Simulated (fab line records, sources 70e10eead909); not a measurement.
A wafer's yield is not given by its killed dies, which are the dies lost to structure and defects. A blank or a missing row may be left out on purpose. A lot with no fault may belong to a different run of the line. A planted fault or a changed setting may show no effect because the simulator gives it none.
Which tool is to blame? + flow nandHarc + 12 lots, 36 wafers sampled, at 4 steps of a route of 1302

== WHAT THE GAUGES SHOWED, per wafer ==
The record lacks any reading of a measuring or inspecting step that a usual standard deviation could be used to judge.

== EACH LOT AND THE TOOL THAT RAN IT (in order: tool; ch and the chambers of the sampled wafers; start) ==
| lot  | NHARC_P_CONTACT_DEP_00                     | NHARC_P_CONTACT_EXPOSE_09         | NHARC_P_CONTACT_DESCUM_17         | NHARC_P_CONTACT_ETCH_36       |
|------|--------------------------------------------|-----------------------------------|-----------------------------------|-------------------------------|
| L898 | pecvd-01 ch 0,1, day 6 02:13 or earlier    | arfiScanner-03 ch 0, day 6 02:13  | rieDiel-03 ch 0,2, day 6 02:33    | rieDiel-03 ch 1,2,3, no start |
| L899 | pecvd-02 ch 1,2, day 6 16:41 or earlier    | arfiScanner-03 ch 0, day 6 16:41  | rieDiel-09 ch 0,2,3, day 6 17:01  | rieDiel-09 ch 0,3, no start   |
| L900 | pecvd-03 ch 1,2, day 7 06:16 or earlier    | arfiScanner-02 ch 0, day 7 06:16  | rieDiel-03 ch 1,2,3, day 7 06:35  | rieDiel-03 ch 1,2,3, no start |
| L901 | pecvd-02 ch 0,1, day 7 15:41 or earlier    | arfiScanner-02 ch 0, day 7 15:41  | rieDiel-09 ch 0,1,2, day 7 16:01  | rieDiel-09 ch 1,3, no start   |
| L903 | pecvd-02 ch 1,2, day 8 14:55 or earlier    | arfiScanner-02 ch 0, day 8 14:55  | rieDiel-09 ch 1,2,3, day 8 15:15  | rieDiel-09 ch 0,2,3, no start |
| L912 | pecvd-03 ch 0,1,2, day 12 04:23 or earlier | arfiScanner-03 ch 0, day 12 04:23 | rieDiel-07 ch 0,1,3, day 12 04:44 | rieDiel-07 ch 1,2,3, no start |
| L913 | pecvd-03 ch 0,2, day 12 19:34 or earlier   | arfiScanner-01 ch 0, day 12 19:34 | rieDiel-07 ch 1,3, day 12 19:53   | rieDiel-07 ch 0,3, no start   |
| L914 | pecvd-01 ch 1,2, day 13 03:47 or earlier   | arfiScanner-02 ch 0, day 13 03:47 | rieDiel-03 ch 0,3, day 13 04:08   | rieDiel-03 ch 0,1, no start   |
| L915 | pecvd-03 ch 0,1,2, day 13 09:14 or earlier | arfiScanner-01 ch 0, day 13 09:14 | rieDiel-03 ch 1,2, day 13 09:34   | rieDiel-03 ch 0,2,3, no start |
| L916 | pecvd-01 ch 0,2, day 13 21:31 or earlier   | arfiScanner-01 ch 0, day 13 21:31 | rieDiel-07 ch 0,2,3, day 13 21:52 | rieDiel-07 ch 0,2,3, no start |
| L917 | pecvd-02 ch 0,1,2, day 14 13:09 or earlier | arfiScanner-01 ch 0, day 14 13:09 | rieDiel-03 ch 1,2, day 14 13:29   | rieDiel-03 ch 0,1,2, no start |
| L919 | pecvd-02 ch 0,1,2, day 14 21:44 or earlier | arfiScanner-02 ch 0, day 14 21:44 | rieDiel-09 ch 1,2, day 14 22:03   | rieDiel-09 ch 0,1,3, no start |
- NHARC_P_CONTACT_DEP_00: deposits SiO2, target thk 500 nm.
- NHARC_P_CONTACT_EXPOSE_09: exposes mask P CA, target cd 90 nm.
- NHARC_P_CONTACT_DESCUM_17: chemistry O2, time 3 s.
- NHARC_P_CONTACT_ETCH_36: etches the open film in N2/H2, target depth 260 nm, time 406.25 s.

== WHAT THE TOOLS THEMSELVES READ (means of the sampled wafers that have a number; where no wafer has one, the mark that the record gives instead) ==
NHARC_P_CONTACT_DEP_00. Usual: heaterPowerW 578 W, standard deviation 81; throttleValvePct 16.0 %, standard deviation 0.74.
| lot  | tool     | heaterPowerW (W) | throttleValvePct (%) | flag |
|------|----------|------------------|----------------------|------|
| L898 | pecvd-01 | 598              | 15.8                 |      |
| L899 | pecvd-02 | 641              | 15.3                 |      |
| L900 | pecvd-03 | 662              | 16.0                 |      |
| L901 | pecvd-02 | 494              | 16.7                 |      |
| L903 | pecvd-02 | 586              | 15.3                 |      |
| L912 | pecvd-03 | 637              | 16.2                 |      |
| L913 | pecvd-03 | 643              | 15.8                 |      |
| L914 | pecvd-01 | 512              | 15.7                 |      |
| L915 | pecvd-03 | 564              | 16.1                 |      |
| L916 | pecvd-01 | 647              | 15.6                 |      |
| L917 | pecvd-02 | 563              | 16.0                 |      |
| L919 | pecvd-02 | 501              | 15.8                 |      |

NHARC_P_CONTACT_DESCUM_17. Usual: chamberPressureMTorr 60.00 mTorr, standard deviation 0.056; drypumpMotorCurrentA 5.8 A, standard deviation 0.38; oesProductAu 0.998 a.u., standard deviation 0.012; rfVppV 57.8 V, standard deviation 0.95; showerheadPlenumPTorr 1.95 Torr, standard deviation 0.096; throttleValvePct 11.310 %, standard deviation 0.0093.
| lot  | tool       | chamberPressureMTorr (mTorr) | drypumpMotorCurrentA (A) | oesProductAu (a.u.) | rfVppV (V) | showerheadPlenumPTorr (Torr) | throttleValvePct (%) | flag |
|------|------------|------------------------------|--------------------------|---------------------|------------|------------------------------|----------------------|------|
| L898 | rieDiel-03 | 60.02                        | 5.8                      | 1.008               | 57.7       | 1.99                         | 11.302               |      |
| L899 | rieDiel-09 | 60.02                        | 5.9                      | 0.991               | 57.9       | 1.89                         | 11.301               |      |
| L900 | rieDiel-03 | 60.01                        | 6.1                      | 1.000               | 57.9       | 1.99                         | 11.297               |      |
| L901 | rieDiel-09 | 59.96                        | 5.7                      | 0.997               | 57.1       | 1.94                         | 11.314               |      |
| L903 | rieDiel-09 | 59.98                        | 6.1                      | 0.997               | 58.3       | 1.96                         | 11.312               |      |
| L912 | rieDiel-07 | 60.02                        | 5.7                      | 0.987               | 57.4       | 1.98                         | 11.311               |      |
| L913 | rieDiel-07 | 59.97                        | 5.9                      | 0.988               | 57.6       | 1.98                         | 11.316               |      |
| L914 | rieDiel-03 | 60.02                        | 5.6                      | 1.002               | 57.2       | 1.98                         | 11.309               |      |
| L915 | rieDiel-03 | 59.94                        | 6.3                      | 0.998               | 57.8       | 2.00                         | 11.315               |      |
| L916 | rieDiel-07 | 60.04                        | 5.7                      | 0.996               | 57.8       | 1.96                         | 11.312               |      |
| L917 | rieDiel-03 | 60.02                        | 6.3                      | 1.009               | 57.9       | 2.00                         | 11.309               |      |
| L919 | rieDiel-09 | 60.02                        | 5.8                      | 0.993               | 58.7       | 2.01                         | 11.309               |      |

NHARC_P_CONTACT_ETCH_36. Usual: chamberPressureMTorr 30.004 mTorr, standard deviation 0.029; drypumpMotorCurrentA 5.8 A, standard deviation 0.4; oesProductAu 0.997 a.u., standard deviation 0.012; rfVppV 431 V, standard deviation 3.1; showerheadPlenumPTorr 2.08 Torr, standard deviation 0.11; throttleValvePct 14.172 %, standard deviation 0.01.
| lot  | tool       | chamberPressureMTorr (mTorr) | drypumpMotorCurrentA (A) | oesProductAu (a.u.) | rfVppV (V) | showerheadPlenumPTorr (Torr) | throttleValvePct (%) | flag |
|------|------------|------------------------------|--------------------------|---------------------|------------|------------------------------|----------------------|------|
| L898 | rieDiel-03 | 30.043                       | 6.1                      | 0.998               | 434        | 2.13                         | 14.172               |      |
| L899 | rieDiel-09 | 30.014                       | 5.8                      | 0.988               | 427        | 1.93                         | 14.173               |      |
| L900 | rieDiel-03 | 29.998                       | 6.1                      | 0.994               | 433        | 2.13                         | 14.180               |      |
| L901 | rieDiel-09 | 30.025                       | 6.3                      | 0.983               | 431        | 2.04                         | 14.183               |      |
| L903 | rieDiel-09 | 30.011                       | 6.0                      | 0.989               | 430        | 2.01                         | 14.181               |      |
| L912 | rieDiel-07 | 29.991                       | 5.7                      | 1.007               | 429        | 2.01                         | 14.162               |      |
| L913 | rieDiel-07 | 30.014                       | 5.9                      | 0.994               | 435        | 2.19                         | 14.165               |      |
| L914 | rieDiel-03 | 29.964                       | 5.5                      | 1.011               | 433        | 2.14                         | 14.168               |      |
| L915 | rieDiel-03 | 30.028                       | 6.0                      | 1.005               | 433        | 2.10                         | 14.164               |      |
| L916 | rieDiel-07 | 30.002                       | 5.7                      | 0.994               | 432        | 2.09                         | 14.179               |      |
| L917 | rieDiel-03 | 29.984                       | 5.9                      | 0.999               | 433        | 2.14                         | 14.166               |      |
| L919 | rieDiel-09 | 29.995                       | 5.9                      | 0.991               | 430        | 2.01                         | 14.165               |      |

== THE ANSWER, worked out from the rows above alone ==
Rule: a lot is off if the mean of its wafers that have a number lies more than 3 standard deviations from the usual mean. A lot without any number at a reading at which 4 lots or more have one is off too. Any other lot the step has rows for is counted as sound. The gauges are gone through in route order, then the tools' own readings, and for those a lot's mean is taken as printed above. At the first step where some lot is off, the reading lying furthest off is the one used; lots without a number count as furthest.
No lot is off at any reading shown: from this, nothing can be told.

== WHAT HAD BEEN PUT IN BY THE SIMULATOR ==
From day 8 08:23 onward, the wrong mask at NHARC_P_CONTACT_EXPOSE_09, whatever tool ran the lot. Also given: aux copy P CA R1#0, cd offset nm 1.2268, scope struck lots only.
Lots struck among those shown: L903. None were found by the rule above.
